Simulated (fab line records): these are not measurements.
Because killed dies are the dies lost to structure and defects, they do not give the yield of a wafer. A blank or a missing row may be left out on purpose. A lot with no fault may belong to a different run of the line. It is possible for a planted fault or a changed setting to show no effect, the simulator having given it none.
Matching of chambers + flow n5-finfet + N5_BEOL_M0_CUTY_DESCUM_61 on rie-diel-01: 4 sister chambers
The step chemistry O2, time 7.9 s. 18 wafers are shown with their chamber, then 9 later ones without.

WAFERS, EACH WITH ITS CHAMBER
| wafer  | chamber | showerhead-plenum-p-Torr (Torr) | drypump-motor-current-A (A) | throttle-valve-pct (%) |
|--------|---------|---------------------------------|-----------------------------|------------------------|
| L074.2 | 3       | 2.10                            | 5.6                         | 20.50                  |
| L074.5 | 1       | 2.13                            | 5.8                         | 20.37                  |
| L074.6 | 0       | 2.22                            | 5.8                         | 20.47                  |
| L080.3 | 3       | 2.10                            | 5.6                         | 20.52                  |
| L080.5 | 3       | 2.10                            | 5.6                         | 20.51                  |
| L080.6 | 2       | 2.03                            | 6.3                         | 20.51                  |
| L083.1 | 0       | 2.21                            | 5.7                         | 20.49                  |
| L083.4 | 1       | 2.12                            | 5.8                         | 20.41                  |
| L083.6 | 2       | 2.03                            | 6.2                         | 20.57                  |
| L084.1 | 1       | 2.12                            | 5.8                         | 20.42                  |
| L084.2 | 2       | 2.03                            | 6.2                         | 20.54                  |
| L084.4 | 3       | 2.09                            | 5.6                         | 20.54                  |
| L090.1 | 3       | 2.09                            | 5.6                         | 20.55                  |
| L090.4 | 0       | 2.20                            | 5.7                         | 20.52                  |
| L090.5 | 1       | 2.11                            | 5.7                         | 20.43                  |
| L092.1 | 0       | 2.20                            | 5.7                         | 20.51                  |
| L092.2 | 2       | 2.02                            | 6.2                         | 20.55                  |
| L092.5 | 2       | 2.02                            | 6.2                         | 20.57                  |

SIGNATURES, as means of the wafers listed above
| reading                  | chamber 0 | chamber 1 | chamber 2 | chamber 3 | scatter within a chamber |
|--------------------------|-----------|-----------|-----------|-----------|--------------------------|
| showerhead-plenum-p-Torr | 2.2075    | 2.1200    | 2.0260    | 2.0960    | 0.00715                  |
| drypump-motor-current-A  | 5.725     | 5.775     | 6.220     | 5.600     | 0.0405                   |
| throttle-valve-pct       | 20.4975   | 20.4075   | 20.5480   | 20.5240   | 0.0235                   |
Rule: for each reading, subtract the chamber's mean from the wafer's reading, divide by that reading's scatter and square the result; add these up over the readings and take the root, which gives the wafer's distance from the chamber. If the next closest chamber is less than 2 further off than the closest, the wafer can't be placed; otherwise it belongs to the closest. The scatter: take each reading less its chamber's mean, square it, sum over the shown wafers, divide by the number of wafers less the number of chambers, and take the root.

WAFERS WHOSE CHAMBER IS MISSING
| wafer  | showerhead-plenum-p-Torr (Torr) | drypump-motor-current-A (A) | throttle-valve-pct (%) |
|--------|---------------------------------|-----------------------------|------------------------|
| L093.1 | 2.09                            | 5.6                         | 20.57                  |
| L093.3 | 2.20                            | 5.7                         | 20.52                  |
| L093.5 | 2.02                            | 6.3                         | 20.57                  |
| L094.1 | 2.08                            | 5.6                         | 20.59                  |
| L094.4 | 2.20                            | 5.8                         | 20.53                  |
| L094.5 | 2.08                            | 5.6                         | 20.58                  |
| L097.4 | 2.11                            | 5.7                         | 20.44                  |
| L097.5 | 2.02                            | 6.3                         | 20.58                  |
| L097.6 | 2.08                            | 5.6                         | 20.57                  |

WHICH CHAMBER EACH ONE RAN IN
| wafer  | from the rows above | in truth |
|--------|---------------------|----------|
| L093.1 | 3                   | 3        |
| L093.3 | 0                   | 0        |
| L093.5 | 2                   | 2        |
| L094.1 | 3                   | 3        |
| L094.4 | 0                   | 0        |
| L094.5 | 3                   | 3        |
| L097.4 | 1                   | 1        |
| L097.5 | 2                   | 2        |
| L097.6 | 3                   | 3        |
Correctly placed: 9 of 9. Left unplaced by these rows: 0. Number placed wrongly: 0.
